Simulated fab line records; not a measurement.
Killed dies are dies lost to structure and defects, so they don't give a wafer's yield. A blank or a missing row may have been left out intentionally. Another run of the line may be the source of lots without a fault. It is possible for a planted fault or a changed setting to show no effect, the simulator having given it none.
fab line records    flow n5Finfet    part 2 of 2: steps 5 to 6 of 6
record lots=23  wafers=69  lastDay=17
route steps=1938 shown BEOL_M11@1568 BEOL_M12@1637
lots that met no fault: from a run of the same line without faults
startH: hours from the record's first day to the start of the lot's first wafer shown    waitH: hours since the lot's step before    " as in the row above    L1.1+2: a single row standing in for several wafers    - no value, or no start given    * or withheld: withheld    < > ~ a bound
route shown NAME@n: a module of which the file shows steps, and the number in the route of the first    usual: average and standard deviation across the fault-free wafers    same: alike in all rows    chamber/n: place in a boat    sites: readings site by site    _std_site: their standard deviation    _edge_site: inner sites' mean taken away from outer sites' mean    radiusMm: how far each site lies from the wafer's centre    mask NAME#n: copy n    behind: tool/chamber where the wafer was last shaped    hold: cause of the lot's hold/its duration in hours/its outcome    device: transistor that didn't switch, given as n, p or np    end of line: tests run on the same wafers once the route is complete    a step with no rows: only its recipe    killed: the dies lost at the first sort to structure and to defects; this is not the yield of the wafer    map: a wafer's dies, marking killed ones x, the rest . and places with no die _
set.NAME: the setting as run; set.NAME@STEP: as run at that earlier step    model.NAME: the simulator's own value behind a step, which no gauge read
the route's steps for a sample of lots (tables are steps, rows are wafers)
services: from which hour (startH, from the record's first day; less than 0 if before it) a tool's chamber was out of use, for how many hours, and why
## steps
# step N5_BEOL_M11_CURE_72
# recipe tempC=370  timeS=120  ambient=DMADMS/He  material=SiCOH_lowk
# usual lampPowerPct=52.31/0.054  wafer_temp_C_max=371.7/0.52
lot.wafer  tool       chamber  startH  waitH  lampPowerPct  wafer_temp_C_max
L074.2     uvCure-03  2        233.87  0.9    52.29         371.7
L074.3     "          2        "       "      52.33         371.8
L074.5     "          2        "       "      52.26         371.5
L076.1     uvCure-01  1        237.10  0.2    52.28         371.8
L076.2     "          1        "       "      52.35         371.3
L076.5     "          1        "       "      52.26         371.9
L075.2     uvCure-02  0        245.76  0.1    52.25         371.7
L075.3     "          0        "       "      52.26         371.6
L075.4     "          0        "       "      52.31         371.9
L077.1     uvCure-01  1        254.00  0.0    52.39         371.6
L077.2     "          1        "       "      52.40         371.6
L077.3     "          1        "       "      52.26         371.4
L078.2     uvCure-02  2        254.63  0.1    52.38         371.6
L078.3     "          2        "       "      52.26         371.9
L078.6     "          2        "       "      52.24         371.5
L079.1     uvCure-02  1        263.78  0.0    52.32         371.4
L079.4     "          1        "       "      52.39         371.4
L079.5     "          1        "       "      52.24         371.9
L080.2     uvCure-02  1        268.76  0.3    52.36         371.7
L080.3     "          1        "       "      52.40         371.7
L080.6     "          1        "       "      52.39         372.0
L081.1     uvCure-01  0        277.71  0.1    52.27         372.8
L081.3     "          0        "       "      52.27         374.3
L081.6     "          0        "       "      52.37         371.7
L083.1     uvCure-01  2        284.03  0.0    52.36         372.2
L083.2     "          2        "       "      52.29         371.6
L083.6     "          2        "       "      52.26         372.1
L082.2     uvCure-02  0        284.54  0.1    52.37         371.8
L082.3     "          0        "       "      52.33         371.6
L082.5     "          0        "       "      52.42         371.7
L084.2     uvCure-02  2        293.13  0.5    52.29         371.4
L084.3     "          2        "       "      52.34         371.0
L084.6     "          2        "       "      52.32         371.2
L085.1     uvCure-01  2        312.37  0.2    52.36         372.2
L085.2     "          2        "       "      52.37         371.9
L085.3     "          2        "       "      52.23         371.6
L086.3     uvCure-02  1        312.79  0.5    52.38         371.7
L086.5     "          1        "       "      52.37         371.5
L086.6     "          1        "       "      52.39         371.4
L087.3     uvCure-02  0        319.53  0.3    52.18         372.4
L087.4     "          0        "       "      52.26         372.0
L087.5     "          0        "       "      52.40         371.1
L091.2     uvCure-01  1        319.62  0.2    52.29         371.7
L091.3     "          1        "       "      52.33         371.6
L091.6     "          1        "       "      52.32         372.0
L090.3     uvCure-02  2        325.04  0.1    52.28         371.6
L090.4     "          2        "       "      52.29         371.3
L090.5     "          2        "       "      52.39         372.0
L089.1     uvCure-01  1        328.52  0.0    52.25         372.3
L089.2     "          1        "       "      52.30         371.7
L089.6     "          1        "       "      52.25         372.3
L094.1     uvCure-02  0        350.40  0.0    52.31         371.7
L094.2     "          0        "       "      52.37         372.6
L094.4     "          0        "       "      52.29         372.3
L092.1     uvCure-02  2        350.70  0.2    52.35         371.3
L092.2     "          2        "       "      52.32         370.7
L092.5     "          2        "       "      52.35         370.5
L093.1     uvCure-01  2        355.33  0.0    52.36         372.0
L093.2     "          2        "       "      52.28         372.2
L093.5     "          2        "       "      52.39         372.3
L095.1     uvCure-01  2        355.83  0.0    52.29         371.7
L095.3     "          2        "       "      52.39         371.4
L095.6     "          2        "       "      52.25         371.5
L097.1     uvCure-01  0        366.97  0.0    52.24         371.8
L097.4     "          0        "       "      52.33         372.6
L097.6     "          0        "       "      52.30         373.2
L096.2     uvCure-01  1        367.62  0.2    52.30         372.0
L096.5     "          1        "       "      52.29         371.4
L096.6     "          1        "       "      52.37         371.6
# step N5_BEOL_M12_ETCH_68
# recipe chemistry=N2/H2  target=SOC  maskMaterial=SiARC  sourceW=3000  biasW=350  tempC=40  timeS=285  ionEnergyEv=200  pressureMtorr=30  n2FlowSccm=200  h2FlowSccm=200
# usual drypumpMotorCurrentA=5.6/0.3  oesProductAu=0.82/0.11  rfVppV=523.6/2.4  showerheadPlenumPTorr=2.53/0.088  throttleValvePct=17.7/0.31
lot.wafer  tool        chamber  startH  waitH  drypumpMotorCurrentA  oesProductAu  rfHoursCounterH  rfVppV  showerheadPlenumPTorr  throttleValvePct
L074.2     rieDiel-02  3        239.02  0.1    5.6                   0.72          231              523.4   2.50                   18.2
L074.3     "           2        "       "      5.4                   0.70          249              523.5   2.51                   17.8
L074.5     "           3        "       "      5.6                   0.72          -                522.5   2.50                   18.2
L076.1     rieDiel-03  0        242.08  0.1    5.6                   0.75          172              521.3   2.45                   18.1
L076.2     "           2        "       "      6.1                   0.69          244              523.3   2.50                   17.8
L076.5     "           2        "       "      6.1                   0.70          -                524.6   2.50                   17.8
L075.2     rieDiel-03  0        249.65  0.1    5.5                   0.75          174              522.3   2.45                   18.1
L075.3     "           1        "       "      5.3                   0.69          216              525.3   2.62                   17.9
L075.4     "           3        "       "      5.9                   0.83          74               526.7   2.68                   17.7
L077.1     rieDiel-06  0        258.59  0.1    5.8                   0.72          206              526.8   2.64                   18.0
L077.2     "           2        "       "      6.3                   0.92          22               528.8   2.71                   17.5
L077.3     "           3        "       "      5.2                   0.72          195              520.1   2.42                   17.6
L078.2     rieDiel-06  3        259.41  0.1    5.2                   0.72          196              521.5   2.42                   17.6
L078.3     "           1        "       "      5.4                   0.70          235              521.5   2.51                   18.2
L078.6     "           3        "       "      5.2                   0.72          -                519.1   2.42                   17.6
L079.1     rieDiel-06  3        268.98  0.1    5.2                   0.72          198              520.8   2.41                   17.6
L079.4     "           2        "       "      6.2                   0.90          26               529.8   2.71                   17.6
L079.5     "           0        "       "      5.8                   0.72          -                526.9   2.64                   18.0
L080.2     rieDiel-06  3        274.76  0.1    5.2                   0.73          200              521.2   2.41                   17.6
L080.3     "           0        "       "      5.8                   0.72          210              526.6   2.64                   18.0
L080.6     "           1        "       "      5.4                   0.70          -                522.1   2.51                   18.2
L081.1     rieDiel-06  1        282.09  0.1    5.5                   0.70          243              525.0   2.51                   18.2
L081.3     "           3        "       "      5.2                   0.72          204              519.5   2.41                   17.6
L081.6     "           3        "       "      5.2                   0.71          -                520.4   2.41                   17.6
L083.1     rieDiel-03  0        288.22  0.1    5.5                   0.72          192              520.1   2.44                   18.1
L083.2     "           3        "       "      5.9                   0.80          91               527.5   2.68                   17.8
L083.6     "           0        "       "      5.5                   0.72          -                519.4   2.44                   18.1
L082.2     rieDiel-06  1        289.01  0.1    5.4                   0.70          246              521.4   2.51                   18.2
L082.3     "           2        "       "      6.3                   0.88          31               528.7   2.71                   17.6
L082.5     "           1        "       "      5.4                   0.69          -                522.3   2.51                   18.2
L084.2     rieDiel-02  1        297.42  0.1    5.9                   0.69          253              525.6   2.60                   18.2
L084.3     "           2        "       "      5.4                   0.96          12               522.5   2.50                   17.4
L084.6     "           3        "       "      5.6                   0.70          -                521.6   2.49                   18.3
L085.1     rieDiel-02  2        319.18  0.1    5.4                   0.95          22               523.2   2.50                   17.4
L085.2     "           0        "       "      5.6                   0.99          1                524.0   2.49                   17.3
L085.3     "           3        "       "      5.6                   0.69          264              521.9   2.49                   18.3
L086.3     rieDiel-02  2        319.67  0.1    5.4                   0.93          22               523.3   2.50                   17.4
L086.5     "           3        "       "      5.6                   0.70          -                522.0   2.49                   18.3
L086.6     "           0        "       "      5.6                   0.98          -                522.9   2.49                   17.3
L091.2     rieDiel-03  0        324.43  0.1    5.6                   0.72          203              521.0   2.43                   18.1
L091.3     "           1        "       "      5.3                   0.66          245              525.3   2.61                   17.9
L091.6     "           0        "       "      5.6                   0.73          -                518.5   2.43                   18.1
L087.3     rieDiel-02  0        324.55  0.2    5.6                   0.97          -                522.7   2.49                   17.3
L087.4     "           2        "       "      5.4                   0.93          -                523.0   2.50                   17.4
L087.5     "           2        "       "      5.4                   0.93          -                522.4   2.50                   17.4
L090.3     rieDiel-02  2        332.41  0.2    5.4                   0.93          -                522.4   2.49                   17.4
L090.4     "           0        "       "      5.6                   0.95          -                523.5   2.49                   17.4
L090.5     "           2        "       "      5.4                   0.92          -                522.7   2.49                   17.4
L089.1     rieDiel-06  2        334.35  0.1    6.3                   0.85          49               530.2   2.70                   17.6
L089.2     "           1        "       "      5.4                   0.97          5                522.5   2.51                   17.8
L089.6     "           3        "       "      5.2                   0.70          -                519.7   2.40                   17.7
L094.1     rieDiel-02  2        354.86  0.1    5.4                   0.90          41               522.3   2.49                   17.4
L094.2     "           1        "       "      5.9                   0.97          10               524.0   2.60                   17.7
L094.4     "           0        "       "      5.6                   0.91          20               522.1   2.48                   17.4
L092.1     rieDiel-02  2        355.44  0.1    5.4                   0.90          41               523.2   2.49                   17.4
L092.2     "           0        "       "      5.6                   0.91          21               523.6   2.48                   17.4
L092.5     "           1        "       "      5.9                   0.96          -                525.3   2.60                   17.7
L093.1     rieDiel-03  1        359.87  0.1    5.3                   0.98          1                525.6   2.60                   17.4
L093.2     "           3        "       "      5.9                   0.78          116              526.4   2.67                   17.8
L093.5     "           1        "       "      5.3                   0.98          -                525.6   2.60                   17.4
L095.1     rieDiel-03  0        360.52  0.1    5.5                   0.72          216              520.1   2.43                   18.1
L095.3     "           1        "       "      5.3                   0.98          1                525.3   2.60                   17.4
L095.6     "           1        "       "      5.3                   0.98          -                524.9   2.60                   17.4
L097.1     rieDiel-06  3        372.45  0.1    5.2                   0.70          241              521.1   2.40                   17.7
L097.4     "           3        "       "      5.3                   0.70          -                519.9   2.40                   17.7
L097.6     "           1        "       "      5.4                   0.93          -                521.3   2.50                   17.8
L096.2     rieDiel-02  1        373.98  0.1    5.9                   0.94          18               524.4   2.59                   17.7
L096.5     "           3        "       "      5.6                   0.95          -                522.2   2.48                   17.9
L096.6     "           2        "       "      5.4                   0.89          -                521.8   2.49                   17.4
## services
tool        chamber  startH  hours  kind
rieDiel-05  -        216.89  0.8    repair
uvCure-01   -        222.97  2.1    pm
rieDiel-03  3        225.89  3.9    repair
uvCure-02   -        232.28  6.0    pm
rieDiel-04  2        233.69  4.1    repair
rieDiel-02  2        241.87  -      clean
rieDiel-02  2        241.87  -      consumableReplace:focusRing
rieDiel-02  2        241.87  24.2   scheduledDown
rieDiel-02  2        241.87  24.2   ventCycle
uvCure-03   -        247.32  129.3  repair
rieDiel-04  2        252.40  19.3   repair
rieDiel-05  3        276.30  -      clean
rieDiel-05  3        276.30  -      consumableReplace:focusRing
rieDiel-05  3        276.30  31.9   scheduledDown
rieDiel-05  3        276.30  31.9   ventCycle
rieDiel-06  2        279.68  6.7    repair
uvCure-01   -        288.41  7.5    pm
rieDiel-02  0        290.62  -      clean
rieDiel-02  0        290.62  -      consumableReplace:focusRing
rieDiel-02  0        290.62  26.0   scheduledDown
rieDiel-01  2        332.04  7.0    repair
rieDiel-04  0        346.38  11.2   repair
rieDiel-03  -        355.55  2.2    repair
rieDiel-04  3        371.15  9.9    repair
